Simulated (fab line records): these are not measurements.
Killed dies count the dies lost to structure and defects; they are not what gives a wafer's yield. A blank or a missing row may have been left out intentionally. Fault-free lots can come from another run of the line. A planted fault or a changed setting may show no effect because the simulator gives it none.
A struck lot beside a sound one    flow n5 finfet    39 out of 1938 route steps
Sound: the wafers L756.2, L756.3, L756.5. Struck: wafer L770.1. (L770.3 of the same lot was not struck and is left out.) The cause comes at the end.
At each step with rows: each side's tool, then ch and its chambers, then its first start. Under that, the readings that differ: sound wafers    struck wafers    difference of the means    sigmas: that difference in standard deviations of wafers without a fault.
alike: same words and numbers on both sides, and readings whose means sit less than 2 such deviations apart. not compared: any withheld reading, any reading some wafer has no value for, any bound like >300 that may hide the same value, and any number with overlapping values for which the record gives no deviation.
Wherever a step has rows on one side only, a row that says differs or no value, or a row with sigmas, the two part there. When numbers do not overlap yet have no deviation, they are printed without sigmas and do not part them. Lack of a reading on every wafer of one side parts them only where that side has two or more wafers.

first, 9 steps without rows for these wafers: N5_HKMG_FIN_DESCUM_17 (chemistry O2, time 7.9 s); N5_HKMG_FIN_ETCH_31 (etches SiARC in CF4, target depth 45.5 nm, time 75.8 s); N5_HKMG_FIN_ETCH_32 (etches SOC in N2/H2, target depth 240 nm, time 300 s); N5_HKMG_FIN_STRIP_33 (strips in N2/H2); N5_HKMG_FIN_STRIP_34 (strips in CF4); N5_HKMG_FIN_ETCH_35 (etches SOC in N2/H2, target depth 215.8 nm, time 243.4 s); N5_HKMG_FIN_STRIP_92 (strips SOC in N2/H2, time 20 s); N5_HKMG_FIN_WET_ETCH_18 (etches TiN in SC1, time 55 s, target depth 5.2 nm, rinse time 30 s); N5_HKMG_FIN_STRIP_19 (strips in N2/H2, time 360 s).
N5_HKMG_FIN_ALD_91: deposits TiN, target thk 1 nm, pulse time 1 s, purge time 3 s.
  sound on ald metal-02 ch 0,1, day 4 02:15; struck on ald metal-02 ch 3, day 7 14:05
reading             sound           struck  difference  sigmas
ald cycles          47 47 47        36      -11         
heater power w (W)  1120 1007 1076  834     -234        -2
  alike: precursor pulse height rel
  not compared: since wet clean h
then, 27 steps without rows for these wafers: N5_HKMG_FIN_COAT_85 (time 60 s, resist thk 300 nm); N5_HKMG_FIN_ETCH_86 (etches SOC in N2/H2, stops on TiN, target depth 393.2 nm); N5_HKMG_FIN_STRIP_89 (strips SOC in N2/H2, time 20 s); N5_HKMG_FIN_WET_ETCH_87 (etches TiN in SC1, time 154.2 s, target depth 4.7 nm, rinse time 30 s); N5_HKMG_FIN_STRIP_88 (strips in N2/H2, time 360 s); N5_HKMG_FIN_NWFM_ALD_20 (deposits TiAlC, target thk 2 nm, pulse time 3 s, purge time 2 s); N5_HKMG_FIN_ALD_71 (deposits TiN, target thk 1 nm, pulse time 1 s, purge time 3 s); N5_HKMG_FIN_COAT_66 (time 60 s, resist thk 300 nm); N5_HKMG_FIN_ETCH_67 (etches SOC in N2/H2, stops on TiN, target depth 388.9 nm); N5_HKMG_FIN_STRIP_90 (strips SOC in N2/H2, time 20 s); N5_HKMG_FIN_WET_ETCH_73 (etches the open film in SC1, time 42.3 s, target depth 1.3 nm, rinse time 30 s); N5_HKMG_FIN_ETCHBACK_68 (etches the open film in Cl2/Ar, stops on HfO2, target depth 0.5 nm); N5_HKMG_FIN_STRIP_69 (strips in N2/H2, time 360 s); N5_HKMG_FIN_ALD_21 (deposits TiN, target thk 1.5 nm, pulse time 1 s, purge time 3 s); N5_HKMG_FIN_ALD_72 (deposits W, target thk 2 nm, pulse time 1 s, purge time 2 s); N5_HKMG_FIN_W_FILL_22 (material W, target thk 60 nm, time 18.2 s); N5_HKMG_FIN_PRECLEAN_83 (cleans in DIW, time 57.5 s); N5_HKMG_FIN_SRD_84 (dry time 32 s); N5_HKMG_FIN_CMP_23 (polishes, stops on SiNx, t overpolish 10 s, target thk 46.326 nm); N5_HKMG_FIN_CMP_94 (polishes, stops on SiNx, t overpolish 4.7 s, target thk 43.299 nm); N5_GATE_CUT_ETCHBACK_00 (etches W in SF6/Cl2); N5_GATE_CUT_ETCH_56 (etches TiN in Cl2/Ar, target depth 21.6 nm); N5_GATE_CUT_ETCHBACK_30 (etches TiN in Cl2/Ar, target depth 3 nm); N5_GATE_CUT_VAPOR_ETCH_60 (etches HfO2 in BCl3/Cl2); N5_GATE_CUT_ETCH_58 (etches SiNx in CH3F/O2, target depth 17 nm, time 128.6 s); N5_GATE_CUT_STRIP_59 (strips in N2/H2, time 20 s); N5_GATE_CUT_PRECLEAN_31 (cleans in DIW, time 300 s).
-- the record jumps here: 8 days lie between the struck wafers' starts before and after (it left off in module GATE_CUT and takes up again in module BEOL_M4, whose first step shown is number 1111 of the route) --
N5_BEOL_M4_RC_MEAS_101:
  sound on prober-02 ch 0, day 10 21:08; struck on prober-02 ch 0, day 15 11:40
reading              sound                      struck   difference  sigmas
IOFF_N (nA/um)       0.16 0.14 0.14             0.46     +0.31       +7
IOFF_N_85C (nA/um)   3.2 2.8 2.8                7.8      +4.9        +7
IOFF_N_LIN (nA/um)   0.079 0.070 0.070          0.214    +0.141      +9
IOFF_N_LONG (nA/um)  5.7e-05 5.64e-05 5.63e-05  0.00013  +0.00007    +31
ION_N (uA/um)        697 690 682                722      +32         +2
ION_P (uA/um)        478 472 472                451      -23         -3
VT_N (mV)            247 251 250                221      -28         -7
VT_N_LONG (mV)       272.5 273.2 275.2          245.3    -28.3       -14
VT_N_LVT (mV)        98 102 102                 69       -32         -8
VT_P_LONG (mV)       -273 -271 -273             -285     -13         -4
  alike: DIBL_N, DIBL_P, IOFF_P, SS_N, SS_P, VT_P, VT_P_LVT
-- the record jumps here: 5 days lie between the struck wafers' starts before and after (it left off in module BEOL_M4 and takes up again in module PASSIVATION, whose first step shown is number 1936 of the route) --
N5_PASSIVATION_PROBE_49:
  rows exist in the record for the struck wafers here (prober-02, day 20 13:01), but not for the sound ones

## WHERE THEY PART
Earliest at N5_HKMG_FIN_ALD_91; latest, in this record, at N5_PASSIVATION_PROBE_49.

WHY: whatever the simulator had introduced
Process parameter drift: ald metal-02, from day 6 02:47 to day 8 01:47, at N5_HKMG_FIN_ALD_91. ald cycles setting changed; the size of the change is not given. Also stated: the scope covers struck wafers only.
